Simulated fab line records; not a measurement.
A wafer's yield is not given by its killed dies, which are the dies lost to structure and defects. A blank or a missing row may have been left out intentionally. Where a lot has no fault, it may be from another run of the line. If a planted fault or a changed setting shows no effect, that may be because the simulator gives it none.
fab line records	flow nand-harc
[record] lots = 13	wafers = 39	last-day = 34
route steps=1302 shown A_CHANNEL_FILL_D2@627 A_M1@1180 A_BONDPAD@1218 THIN_TSV@1296 END@1302
lots with no fault: from the same line, run without faults
start-h: hours from the record's first day to the start of the lot's first wafer shown	wait-h: time in hours since the lot's previous step	" unchanged from the row above	L1.1+2: a single row standing in for several wafers	- value missing, or start not given	* or withheld: withheld	< > ~ a bound
route shown NAME@n: names a module that has steps shown in the file, with the first one's number in the route	usual: average and standard deviation across the fault-free wafers	same: alike in all rows	chamber/n: place in a boat	sites: readings site by site	_std_site: the values' standard deviation	_edge_site: the outer-site mean with the inner-site mean subtracted	radius-mm: for every site, how far away it sits from the centre of the wafer	mask NAME#n: copy n	behind: the tool/chamber that last shaped the wafer	hold: the reason the lot was held/the length of the hold in hours/how it ended	device: whichever transistor did not switch (one of n, p or np)	end of line: tests run on the same wafers once the route is complete	where a step has no rows: the recipe by itself	killed: dies that structure and defects cost at the first sort, which is not the same as the wafer's yield	map: dies across one wafer; x = killed, . = not, _ = none there
set.NAME: the setting that was run; set.NAME@STEP: the one run at that earlier step	model.NAME: the simulator's own value behind a step, which no gauge read
the route's steps for a sample of lots (tables are steps, rows are wafers)
services: when a tool's chamber went out of use (start-h, in hours from the record's first day, below 0 if earlier), for how many hours, and the reason
[[steps]]
[step NHARC_A_CHANNEL_FILL_D2_ALD_25]
[recipe] target-thk-a = 600	pulse-time-s = 10	ald-cycles = 600	temp-c = 300	material = SiOx
[usual] heater-power-w = 466/37	precursor-pulse-height-rel = 1.000/0.022
lot.wafer	tool	chamber	start-h	wait-h	heater-power-w	precursor-pulse-height-rel
L903.3	ald-hk-04	0	340.79	0.1	455	0.994
L903.4	"	2	342.02	1.3	422	0.986
L903.1	"	3	"	"	439	1.024
L902.3	ald-hk-01	3	341.40	0.7	495	0.986
L902.1	"	1	342.62	1.9	440	1.010
L902.5	"	3	343.85	3.1	483	0.950
L907.1	ald-hk-01	2	373.09	0.1	492	1.006
L907.4	"	3	374.35	1.3	486	1.014
L907.5	"	3	379.36	6.3	497	1.001
L908.2	ald-hk-01	3	396.05	0.1	502	1.023
L908.4	"	0	"	"	440	1.006
L908.6	"	0	399.13	3.1	448	1.026
L909.4	ald-hk-01	2	408.10	0.1	492	0.979
L909.3	"	3	"	"	499	1.018
L909.5	"	3	411.16	3.1	496	0.999
L912.2	ald-hk-01	2	435.53	0.1	496	0.983
L912.3	"	0	436.76	1.3	441	1.024
L912.6	"	2	437.99	2.5	506	1.011
L913.4	ald-hk-01	1	455.51	0.7	432	0.990
L913.5	"	0	457.34	2.5	439	0.976
L913.6	"	1	"	"	452	0.961
L920.4	ald-hk-03	0	509.61	0.0	540	1.000
L920.3	"	2	510.85	1.3	488	0.992
L920.5	"	0	512.10	2.5	531	0.982
L921.4	ald-hk-03	1	516.93	0.7	393	1.010
L921.3	"	2	"	"	492	0.980
L921.2	"	3	"	"	455	1.034
L922.4	ald-hk-03	3	537.05	0.7	450	0.963
L922.6	"	2	538.93	2.5	487	0.980
L922.5	"	3	"	"	460	1.018
L924.1	ald-hk-01	2	554.12	0.3	502	1.006
L924.4	"	1	555.97	2.1	441	1.032
L924.5	"	3	557.21	3.4	503	0.953
L923.4	ald-hk-04	3	554.60	0.8	439	0.976
L923.2	"	1	555.83	2.0	495	0.998
L923.5	"	2	"	"	419	1.060
L925.1	ald-hk-01	3	577.40	0.1	507	0.989
L925.3	"	0	"	"	454	0.974
L925.5	"	3	579.85	2.5	504	0.999
[step NHARC_A_M1_OVL_MEAS_10]
[recipe] pitch-nm = 240
[usual] overlay-x-nm = 0.0/0.86	overlay-y-nm = -0.2/0.62
lot.wafer	tool	chamber	start-h	wait-h	overlay-x-nm	overlay-y-nm
L902.1	overlay-01	-	537.03	-	-0.7	0.0
L902.3	"	-	"	"	-0.8	0.9
L902.5	"	-	"	"	-1.3	0.5
L903.1	overlay-01	-	538.79	-	-0.3	-0.4
L903.3	"	-	"	"	-0.6	-0.5
L903.4	"	-	"	"	-0.3	-0.6
L907.1	overlay-02	-	565.39	-	0.4	0.2
L907.4	"	-	"	"	0.2	0.9
L907.5	"	-	"	"	0.6	0.5
L908.2	overlay-01	-	588.04	-	-0.4	0.8
L908.4	"	-	"	"	-0.4	0.4
L908.6	"	-	"	"	-0.2	1.0
L909.3	overlay-02	-	595.04	-	-0.6	0.5
L909.4	"	-	"	"	-0.2	0.5
L909.5	"	-	"	"	-0.3	-0.1
L912.2	overlay-02	-	615.63	-	-0.5	-0.9
L912.3	"	-	"	"	-0.5	-0.3
L912.6	"	-	"	"	0.2	-0.6
L913.4	overlay-02	-	637.53	-	1.0	0.5
L913.5	"	-	"	"	1.7	0.2
L913.6	"	-	"	"	1.6	0.1
L920.3	overlay-02	-	704.96	-	-0.4	-0.3
L920.4	"	-	"	"	-0.2	-0.4
L920.5	"	-	"	"	-0.4	-0.5
L921.2	overlay-01	-	707.11	-	0.4	-0.5
L921.3	"	-	"	"	0.9	0.0
L921.4	"	-	"	"	-0.2	0.3
L922.4	overlay-02	-	713.34	-	1.1	-0.8
L922.5	"	-	"	"	1.6	-0.6
L922.6	"	-	"	"	1.1	-0.5
L924.1	overlay-02	-	737.48	-	0.2	-0.7
L924.4	"	-	"	"	0.8	-1.7
L924.5	"	-	"	"	1.2	-1.5
L923.2	overlay-02	-	739.05	-	0.2	-0.1
L923.4	"	-	"	"	0.5	0.1
L923.5	"	-	"	"	-0.2	-0.5
L925.1	overlay-02	-	767.13	-	0.4	0.6
L925.3	"	-	"	"	1.0	0.6
L925.5	"	-	"	"	0.9	0.0
[step NHARC_A_BONDPAD_DESCUM_11]
[recipe] time-s = 3	o2-flow-sccm = 200	ar-flow-sccm = 0	bias-power-w = 0	chemistry = O2
[usual] drypump-motor-current-A = 5.7/0.42	oes-product-au = 0.993/0.011	rf-vpp-V = 57.9/0.96	showerhead-plenum-p-Torr = 1.96/0.087	throttle-valve-pct = 11.311/0.0096
lot.wafer	tool	chamber	start-h	wait-h	drypump-motor-current-A	oes-product-au	rf-hours-counter-h	rf-vpp-V	showerhead-plenum-p-Torr	throttle-valve-pct
L902.1	rie-diel-06	1	542.58	-	5.8	1.009	1	57.2	1.87	11.311
L902.3	"	3	"	"	6.0	0.999	1	57.2	2.05	11.315
L902.5	"	1	"	"	5.8	1.001	-	57.2	1.87	11.319
L903.1	rie-diel-06	1	543.62	-	5.8	0.992	1	57.7	1.87	11.313
L903.4	"	2	"	"	4.8	0.985	1	59.0	2.06	11.310
L903.3	"	3	"	"	6.0	0.983	1	59.1	2.05	11.291
L907.1	rie-diel-04	0	570.35	-	5.3	1.013	4	58.3	1.86	11.303
L907.4	"	3	"	"	6.0	1.000	5	56.8	2.01	11.321
L907.5	"	0	"	"	5.3	1.017	-	57.6	1.86	11.324
L908.2	rie-diel-04	3	593.07	-	6.1	0.991	15	57.7	2.01	11.306
L908.4	"	1	"	"	6.0	1.002	14	57.5	2.05	11.306
L908.6	"	2	"	"	6.3	0.983	-	58.6	2.05	11.308
L909.3	rie-diel-08	1	599.91	-	5.9	0.984	7	58.1	1.87	11.305
L909.4	"	2	"	"	5.3	0.990	7	57.9	1.90	11.311
L909.5	"	2	"	"	5.3	1.002	-	57.3	1.90	11.323
L912.2	rie-diel-06	3	620.49	-	6.0	1.005	3	57.5	2.05	11.309
L912.3	"	0	"	"	5.7	0.984	3	56.5	1.97	11.317
L912.6	"	2	"	"	4.8	0.995	-	57.2	2.06	11.309
L913.4	rie-diel-06	0	642.44	-	5.8	0.982	4	58.0	1.97	11.300
L913.6	"	1	"	"	5.7	0.989	-	56.5	1.87	11.309
L913.5	"	2	"	"	4.8	0.996	-	56.4	2.06	11.306
L920.4	rie-diel-06	0	709.78	-	5.7	0.986	1	59.3	1.97	11.308
L920.3	"	1	"	"	5.8	1.011	1	57.3	1.86	11.304
L920.5	"	1	"	"	5.8	1.016	-	57.0	1.86	11.319
L921.4	rie-diel-08	2	711.94	-	5.3	0.982	28	58.1	1.90	11.316
L921.3	"	3	"	"	5.8	1.003	27	56.9	1.79	11.288
L921.2	"	0	"	"	6.4	1.012	17	58.6	2.06	11.316
L922.4	rie-diel-06	0	718.08	-	5.7	0.988	-	57.1	1.97	11.321
L922.5	"	1	"	"	5.8	1.005	-	58.2	1.86	11.309
L922.6	"	2	"	"	4.8	1.005	-	58.1	2.05	11.304
L924.1	rie-diel-06	1	742.21	-	5.8	0.999	2	57.5	1.86	11.317
L924.5	"	0	"	"	5.8	0.986	-	58.8	1.97	11.302
L924.4	"	1	"	"	5.8	0.992	-	58.1	1.86	11.300
L923.2	rie-diel-06	3	743.89	-	6.0	0.988	2	58.3	2.05	11.297
L923.4	"	3	"	"	6.0	0.990	-	57.4	2.05	11.313
L923.5	"	0	"	"	5.8	0.976	-	57.9	1.97	11.307
L925.3	rie-diel-06	1	772.54	-	5.8	1.011	3	58.6	1.86	11.339
L925.1	"	2	"	"	4.8	0.998	2	60.2	2.05	11.304
L925.5	"	0	"	"	5.8	0.992	-	58.7	1.96	11.323
[step NHARC_THIN_TSV_STRIP_56]
[recipe] power-w = 1500	temp-c = 250	chemistry = O2
[usual] drypump-motor-current-A = 5.8/0.42	heater-power-w = 309/17
lot.wafer	tool	chamber	start-h	wait-h	drypump-motor-current-A	heater-power-w	rf-hours-counter-h
L902.1	plasma-asher-02	0	564.21	0.2	6.0	289	28
L902.3	"	0	"	"	6.0	296	-
L902.5	"	0	"	"	6.0	294	-
L903.1	plasma-asher-01	0	565.40	0.1	5.4	320	8
L903.4	"	0	"	"	5.4	326	-
L903.3	"	1	"	"	5.5	290	-
L907.1	plasma-asher-02	0	592.12	0.1	6.0	289	33
L907.4	"	0	"	"	6.0	304	-
L907.5	"	1	"	"	6.6	328	-
L908.2	plasma-asher-01	1	614.96	0.1	5.5	294	18
L908.4	"	0	"	"	5.4	327	-
L908.6	"	0	"	"	5.4	329	-
L909.3	plasma-asher-01	0	624.40	0.2	5.4	332	-
L909.4	"	1	"	"	5.5	294	-
L909.5	"	0	"	"	5.4	326	-
L912.2	plasma-asher-01	1	641.89	0.4	5.5	292	25
L912.3	"	1	"	"	5.5	297	-
L912.6	"	0	"	"	5.4	327	-
L913.4	plasma-asher-01	1	666.96	0.2	5.5	294	-
L913.5	"	1	"	"	5.6	297	-
L913.6	"	0	"	"	5.4	327	-
L920.4	plasma-asher-02	1	731.84	0.2	6.5	329	-
L920.3	"	0	"	"	6.0	286	-
L920.5	"	0	"	"	6.0	287	-
L921.2	plasma-asher-02	0	733.21	0.1	6.0	286	28
L921.4	"	1	"	"	6.5	326	-
L921.3	"	0	"	"	6.0	283	-
L922.4	plasma-asher-01	0	739.71	0.2	5.4	310	-
L922.5	"	1	"	"	5.6	296	-
L922.6	"	0	"	"	5.4	320	-
L924.1	plasma-asher-01	0	763.65	0.1	5.4	320	12
L924.4	"	0	"	"	5.4	318	-
L924.5	"	1	"	"	5.6	296	-
L923.2	plasma-asher-02	0	765.15	0.1	6.0	293	33
L923.4	"	0	"	"	6.0	289	-
L923.5	"	1	"	"	6.5	331	-
L925.1	plasma-asher-01	0	795.30	0.1	5.4	318	19
L925.3	"	0	"	"	5.4	321	-
L925.5	"	1	"	"	5.5	293	-
[step NHARC_END_SORT_01]
[recipe] temp-c = 25
[usual] killed-at-array = 56/19	killed-at-other = 1.0/1.3	killed-at-periphery = 3.8/2.2	killed-dies = 61/19	killed-open = 3.1/1.9	killed-short = 2.3/1.5
[same] gross-dies = 677
lot.wafer	tool	chamber	start-h	wait-h	killed-at-array	killed-at-other	killed-at-periphery	killed-dies	killed-open	killed-short
L912.2	prober-01	0	649.16	2.8	118	2	5	125	3	2
L912.3	prober-01	0	649.96	3.1	138	2	5	145	3	1
L912.6	prober-01	0	652.35	4.0	119	2	2	123	0	2
L913.4	prober-02	0	677.74	3.4	146	0	4	150	2	3
L913.5	prober-02	0	678.54	3.7	128	0	0	128	2	2
L913.6	prober-02	0	679.34	4.0	149	2	2	153	2	2
// killed by level:class
L912.2 A_CHANNEL_FILL_D2:unspecified=65 A_SLIT:chamber-film-flake=25 A_CHANNEL_HOLE_D2:chamber-film-flake=8 A_CHANNEL_HOLE_D1:chamber-film-flake=5 A_STAIRCASE:chamber-film-flake=4 A_CONTACT:chamber-film-flake=4 A_ONON_D1:geometric-particle:open=2 P_ZERO_WELL:chamber-film-flake=2
L912.3 A_CHANNEL_FILL_D2:unspecified=74 A_SLIT:chamber-film-flake=33 A_CHANNEL_HOLE_D1:chamber-film-flake=11 A_CHANNEL_HOLE_D2:chamber-film-flake=7 A_STAIRCASE:chamber-film-flake=6 P_CONTACT:chamber-film-flake=2 A_BLC:chamber-film-flake=2 THIN_TSV:chamber-film-flake=2
L912.6 A_CHANNEL_FILL_D2:unspecified=69 A_SLIT:chamber-film-flake=28 A_CHANNEL_HOLE_D2:chamber-film-flake=8 A_STAIRCASE:chamber-film-flake=5 A_CONTACT:chamber-film-flake=4 THIN_TSV:chamber-film-flake=2 A_DECK1_JOINT:geometric-particle:short=1 A_CHANNEL_HOLE_D2:geometric-particle:short=1
L913.4 A_CHANNEL_FILL_D2:unspecified=75 A_CHANNEL_HOLE_D1:chamber-film-flake=28 A_SLIT:chamber-film-flake=28 A_WL_FILL:chamber-film-flake=5 A_CHANNEL_FILL_D1:chamber-film-flake=3 A_STAIRCASE:chamber-film-flake=2 A_CONTACT:chamber-film-flake=2 P_STI:geometric-particle:short=1
L913.5 A_CHANNEL_FILL_D2:unspecified=71 A_CHANNEL_HOLE_D1:chamber-film-flake=29 A_SLIT:chamber-film-flake=20 A_CHANNEL_FILL_D1:geometric-particle:short=1 A_DECK1_JOINT:geometric-particle:open=1 A_ONON_D2:geometric-particle:short=1 A_WL_FILL:geometric-particle:open=1 A_CONTACT:chamber-film-flake=1
L913.6 A_CHANNEL_FILL_D2:unspecified=76 A_CHANNEL_HOLE_D1:chamber-film-flake=30 A_SLIT:chamber-film-flake=28 A_WL_FILL:chamber-film-flake=4 A_CONTACT:chamber-film-flake=4 A_CHANNEL_FILL_D2:geometric-particle:open=2 A_STAIRCASE:chamber-film-flake=2 THIN_TSV:chamber-film-flake=2
[[services]]
tool	chamber	start-h	hours	kind
rie-diel-06	0	334.27	4.1	repair
plasma-asher-01	-	342.00	9.0	pm
plasma-asher-01	-	356.83	2.4	repair
ald-hk-01	-	383.18	0.7	repair
ald-hk-03	-	390.80	10.0	pm
plasma-asher-02	-	426.24	9.0	pm
plasma-asher-01	-	450.46	6.5	repair
ald-hk-01	-	476.66	10.0	pm
rie-diel-06	-	484.20	9.0	pm
plasma-asher-01	-	519.00	9.0	pm
rie-diel-06	0	523.21	4.6	repair
rie-diel-06	3	597.05	6.7	repair
plasma-asher-02	-	603.24	9.0	pm
plasma-asher-02	-	640.59	1.7	repair
plasma-asher-01	-	654.31	7.9	repair
ald-hk-01	-	654.66	10.0	pm
rie-diel-06	-	661.20	9.0	pm
rie-diel-06	1	684.15	13.3	repair
plasma-asher-01	-	696.00	9.0	pm
rie-diel-06	3	715.84	15.2	repair
rie-diel-06	2	740.59	9.6	repair
ald-hk-01	-	743.69	1.5	repair
plasma-asher-02	-	780.24	9.0	pm
rie-diel-06	-	787.53	1.1	repair
[[key]]
[first-sign] step = NHARC_END_SORT_01	reading = killed-at-array	direction = up	sigmas = 4.1	usual = 56	struck = 133
[effect] step = NHARC_END_SORT_01	reading = killed-dies	direction = up	sigmas = 4	usual = 61	struck = 137
[more-kills-born-at] NHARC_A_CHANNEL_FILL_D2_ALD_25@ald-hk-01 = 430
met-at NHARC_A_CHANNEL_FILL_D2_ALD_25
struck-lots L912,L913
tester-left-out L912,L913
not-acting-at NHARC_A_M1_OVL_MEAS_10,NHARC_A_BONDPAD_DESCUM_11,NHARC_THIN_TSV_STRIP_56
onset-between 408.10 435.53
[fault] kind = chamber-particle-source	tool = ald-hk-01	chamber = -	onset-h = 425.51	steps = NHARC_A_CHANNEL_FILL_D2_ALD_25	rate-per-visit-cm2 = 0.47831	end-h = 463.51
// tester-left-out: of these lots the tester's yield and bins aren't shown, on N5 and GAA mostly nor the transistor test; their killed dies are dies lost to structure and defects alone, not to doping, threshold or leakage, so they don't give the yield
